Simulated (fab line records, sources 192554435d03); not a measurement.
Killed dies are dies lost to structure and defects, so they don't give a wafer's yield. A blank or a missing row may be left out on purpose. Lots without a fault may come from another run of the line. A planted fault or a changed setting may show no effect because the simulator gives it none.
A struck lot beside a sound one | flow n5_finfet | 12 steps out of a route of 1938
Sound: wafers L270.1, L270.5, L270.6. Struck: wafers L276.1, L276.3, L276.6. The cause comes at the end.
At each step with rows: each side's tool, then ch and its chambers, then its first start. Under that, the readings that differ: sound wafers | struck wafers | difference of the means | sigmas: that difference in standard deviations of wafers without a fault.
alike: readings whose means differ by less than 2 such deviations, and words and numbers that are the same on both sides. not compared: withheld readings, readings that some wafer has no value for, bounds like >300 that may hide the same value, and numbers for which the record gives no deviation and whose values overlap.
The two part at a step that has a row with sigmas, a row that says differs or no value, or rows on one side only. Numbers that don't overlap but have no deviation are shown without sigmas and don't part them. A reading that every wafer of one side lacks parts them only if that side has two wafers or more.

first, 9 steps without rows for these wafers: N5_BEOL_M2_SOFTBAKE_23 (time 60 s); N5_BEOL_M2_EXPOSE_25 (exposes mask V1, defocus 5 nm); N5_BEOL_M2_PEB_26 (peb time 60 s); N5_BEOL_M2_DEVELOP_27 (develop time 30 s); N5_BEOL_M2_DESCUM_33 (chemistry O2, time 7 s); N5_BEOL_M2_ETCH_77 (etches underlayer in N2/H2, target depth 6.5 nm, time 5.2 s); N5_BEOL_M2_ETCH_69 (etches SiARC in CF4, target depth 15.6 nm, time 26 s); N5_BEOL_M2_ALD_98 (deposits SiO2, target thk 2.5 nm, pulse time 1 s, co reactant pulse time 1 s); N5_BEOL_M2_ETCHBACK_99 (etches SiO2 in CHF3, target depth 5 nm, time 10.4 s).
N5_BEOL_M2_ETCH_70: etches SOC in N2/H2, target depth 80 nm, overetch 24 nm, time 130 s.
  sound on rie_diel-01 ch 0,3, day 9 11:04; struck on rie_diel-01 ch 0,1, day 11 16:50
  reading                                    | sound             | struck            | difference | sigmas
  rf_vpp_V (V)                               | 521.0 520.6 521.1 | 522.3 527.9 528.4 | +5.3       | +2
  model.SiARC_of_BEOL_M2_COAT_68.thk_nm (nm) | 6 6 6             | 3.2 3 3           | -2.9       |
  alike: bias_w, chamber_pressure_mTorr, drypump_motor_current_A, oes_product_au, showerhead_plenum_p_Torr, throttle_valve_pct
  not compared: rf_hours_counter_h
then, 1 step without rows for these wafers: N5_BEOL_M2_STRIP_71 (strips in N2/H2).
N5_BEOL_M4_RC_MEAS_101:
  sound on prober-01 ch 0, day 11 02:36; struck on prober-02 ch 0, day 12 15:43
  reading       | sound          | struck         | difference | sigmas
  DIBL_N (mV/V) | 38.7 40.5 41.2 | 32.4 36.2 36.1 | -5.2       | -3
  DIBL_P (mV/V) | 37.5 39.3 41.1 | 32.5 36.1 35.8 | -4.5       | -2
  SS_P (mV/dec) | 73.9 74.9 74.8 | 71.9 72.9 73.3 | -1.8       | -3
  alike: IOFF_N, IOFF_P, ION_N, ION_P, SS_N, VT_N, VT_P

WHERE THEY PART
First at N5_BEOL_M2_ETCH_70; last, within this record, at N5_BEOL_M4_RC_MEAS_101.

WHY: what the simulator had put in
Process parameter drift: rie_diel-01, from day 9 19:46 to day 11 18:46, at N5_BEOL_M2_ETCH_70. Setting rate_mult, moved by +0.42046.
